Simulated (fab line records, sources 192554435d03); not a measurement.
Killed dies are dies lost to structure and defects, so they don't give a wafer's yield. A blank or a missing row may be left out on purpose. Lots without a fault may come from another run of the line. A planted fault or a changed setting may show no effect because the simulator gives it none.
Problem report in the 8D (eight disciplines) form, filled by code | flow n5_finfet | the parts of the form that need people (team, actions taken, sign-off) are left out
Where a reading is given only as a bound, like >300, the bound stands for it, and a mean or a difference that rests on one is marked > or <: the true number lies beyond.

1. THE PROBLEM
raw_defect_count at N5_BEOL_M0_SAQP_INSPECT_42 reads a mean of 642 on 6 wafers of 2 lots; wafers without a fault read 291 with a standard deviation of 74. That is +4.7 standard deviations from the usual mean.
The step: inspects for defects (brightfield).
First seen on wafer L786.3, day 9 01:59, on defect_inspect-02. The record holds 24 wafers of 8 lots with a number at this step. Rule for "out", or "out of limits": more than 4 standard deviations from the usual mean. The other wafers with a number count as sound.

2. WHAT IT IS AND WHAT IT IS NOT
question                    | is                                   | is not
which readings at this step | raw_defect_count                     | -
which lots                  | L786, L788                           | L779, L781, L784, L785, L787, L796
which wafers of those lots  | all that have a number               | -
read on which gauges        | defect_inspect-01, defect_inspect-02 | -
when                        | from day 9 01:59                     | up to then (12 sound wafers); but 6 sound wafers of L787, L796 came after

3. SUSPECTS, AND WHAT RULES EACH OUT
Counting: a tool at a process step up to the reading stays a suspect if it ran every lot that is out and no sound lot after the first of them.
- the gauge at N5_BEOL_M0_SAQP_INSPECT_42: ruled out. The wafers that are out were read on 2 gauges (defect_inspect-01, defect_inspect-02).
- rie_si-05 at N5_BEOL_M0_SAQP_MANDREL1_REMOVE_100 (chemistry HBr/Cl2/O2, target a-Si, stops on SiNx, bt time 10 s): kept. It ran every lot that is out, first L786 (day 8 23:38), and no sound lot after that; its last sound lot up to then is L785 (day 8 17:45).
- rie_diel-03 at N5_BEOL_M0_SAQP_ETCH_101 (etches SiNx in CH3F/O2, target depth 29.9 nm, time 42.7 s): ruled out as a lasting fault. Sound lots L787 ran on it after its first lot that is out, L786 (day 8 23:51).
- rie_si-06 at N5_BEOL_M0_SAQP_MANDREL_ETCH_103 (etches a-Si in HBr/Cl2, stops on SiCN, target depth 45 nm, bt time 10 s, time 27 s): kept. It ran every lot that is out, first L786 (day 8 23:59), and no sound lot after that; its last sound lot up to then is L785 (day 8 18:02).
Left after counting: rie_si-05 at N5_BEOL_M0_SAQP_MANDREL1_REMOVE_100, rie_si-06 at N5_BEOL_M0_SAQP_MANDREL_ETCH_103.

4. THE CAUSE (what the simulator had put in)
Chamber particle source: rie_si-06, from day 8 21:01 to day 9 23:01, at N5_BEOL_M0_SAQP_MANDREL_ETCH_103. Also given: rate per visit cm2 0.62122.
Counting left 2 suspects, and this tool is among them.

5. THE CHAIN OF EFFECTS, in route order
Each row: a reading whose mean over the struck wafers that have a number lies more than 3 standard deviations from the usual. Only readings for which the record gives a usual standard deviation are gone through. hours: the time from each lot's start at the first step in this table that gives one to its start at this step, as a median over the lots. sigmas: the change in usual standard deviations.
hours | step                       | reading              | usual  | on struck wafers | change | sigmas
0     | N5_BEOL_M0_SAQP_INSPECT_42 | raw_defect_count     | 291    | 642              | +351   | +4.7
1     | N5_BEOL_M0_CUTY_INSPECT_59 | raw_defect_count     | 2.0    | >300             | >+298  | +99 or more
150   | N5_PASSIVATION_PROBE_49    | defect_limited_yield | 90.9 % | 82.1             | -8.8   | -5.9
150   | N5_PASSIVATION_PROBE_49    | killed_at_M0_to_M3   | 36     | 145              | +109   | +11
150   | N5_PASSIVATION_PROBE_49    | killed_dies          | 107    | 211              | +104   | +5.8
150   | N5_PASSIVATION_PROBE_49    | sort_bin_5_function  | 5.3 %  | 11.5             | +6.2   | +5.7
150   | N5_PASSIVATION_PROBE_49    | sort_n_pass          | 1073   | 969              | -104   | -5.8
150   | N5_PASSIVATION_PROBE_49    | sort_yield_pct       | 90.9 % | 82.1             | -8.8   | -5.9
The process steps in it:
- N5_PASSIVATION_PROBE_49
Later measuring or inspecting steps at which every struck wafer that the step has a row for has a number for every such reading, and none has moved that far: N5_BEOL_M4_RC_MEAS_101.

6. WHAT WOULD HAVE CAUGHT IT SOONER
In this record the first reading out of limits at a measuring or inspecting step was taken at day 9 01:59, 5 hours after the fault began at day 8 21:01.
Of the tool readings at N5_BEOL_M0_SAQP_MANDREL_ETCH_103 for which the record gives a usual standard deviation, none was out on any struck wafer, so an alarm limit of 4 standard deviations on them would not have fired.
Of the lots that are out (2), L788 began N5_BEOL_M0_SAQP_MANDREL_ETCH_103 on rie_si-06 after day 9 01:59. A hold on the tool at that time would have spared it.
